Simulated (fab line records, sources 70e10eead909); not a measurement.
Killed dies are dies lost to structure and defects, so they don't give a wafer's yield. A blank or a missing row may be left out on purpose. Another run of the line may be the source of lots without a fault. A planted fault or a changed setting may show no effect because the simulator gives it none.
Chamber matching :: flow nand_harc :: 4 sister chambers for NHARC_A_M1_ETCH_15 on rie_diel-07
The step etches the open film in C4F8/Ar, target depth 182.5 nm, time 91.2 s. 8 wafers are shown with their chamber, then 8 later ones without.

== WAFERS WITH THEIR CHAMBER ==
wafer: L136.1
chamber: 0
rf_vpp_V (V): 444.0
oes_product_au (a.u.): 0.920

wafer: L137.4
chamber: 3
rf_vpp_V (V): 435.3
oes_product_au (a.u.): 0.929

wafer: L143.1
chamber: 1
rf_vpp_V (V): 444.2
oes_product_au (a.u.): 0.968

wafer: L143.2
chamber: 0
rf_vpp_V (V): 444.2
oes_product_au (a.u.): 0.940

wafer: L143.5
chamber: 3
rf_vpp_V (V): 437.9
oes_product_au (a.u.): 0.945

wafer: L141.5
chamber: 2
rf_vpp_V (V): 438.2
oes_product_au (a.u.): 0.962

wafer: L141.6
chamber: 1
rf_vpp_V (V): 441.9
oes_product_au (a.u.): 0.968

wafer: L149.1
chamber: 2
rf_vpp_V (V): 438.8
oes_product_au (a.u.): 0.945

== WAFERS MISSING THEIR CHAMBER ==
wafer: L149.5
rf_vpp_V (V): 439.3
oes_product_au (a.u.): 0.945

wafer: L149.6
rf_vpp_V (V): 442.1
oes_product_au (a.u.): 0.960

wafer: L148.2
rf_vpp_V (V): 438.2
oes_product_au (a.u.): 0.982

wafer: L148.4
rf_vpp_V (V): 437.1
oes_product_au (a.u.): 0.975

wafer: L148.5
rf_vpp_V (V): 437.1
oes_product_au (a.u.): 0.970

wafer: L153.3
rf_vpp_V (V): 434.4
oes_product_au (a.u.): 0.983

wafer: L153.5
rf_vpp_V (V): 435.3
oes_product_au (a.u.): 0.981

wafer: L153.6
rf_vpp_V (V): 443.7
oes_product_au (a.u.): 0.997

== WHICH CHAMBER EACH ONE RAN IN ==
wafer: L149.5
from the rows above: can't be placed: 2 or 3
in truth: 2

wafer: L149.6
from the rows above: can't be placed: 1 or 2
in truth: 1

wafer: L148.2
from the rows above: can't be placed: 2 or 1 or 3
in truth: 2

wafer: L148.4
from the rows above: can't be placed: 2 or 3
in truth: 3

wafer: L148.5
from the rows above: can't be placed: 2 or 3
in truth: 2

wafer: L153.3
from the rows above: can't be placed: 2 or 3
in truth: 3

wafer: L153.5
from the rows above: can't be placed: 2 or 3
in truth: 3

wafer: L153.6
from the rows above: 1
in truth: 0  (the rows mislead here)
Placed correctly: 0 of 8. From these rows, 7 cannot be placed; in 7 the true chamber is one of the candidates. Number placed wrongly: 1.
How it was worked out, from the rows above alone: a wafer's distance from a chamber is the root of the sum, over the readings, of the square of ((its reading less the chamber's mean) divided by the reading's scatter). If the next closest chamber is less than 2 further off than the closest, the wafer can't be placed; otherwise it belongs to the closest. Each chamber's mean is taken over the wafers shown for it. The scatter: the root of (the sum of the squares of (reading less its chamber's mean) over the shown wafers, divided by (wafers less chambers)).
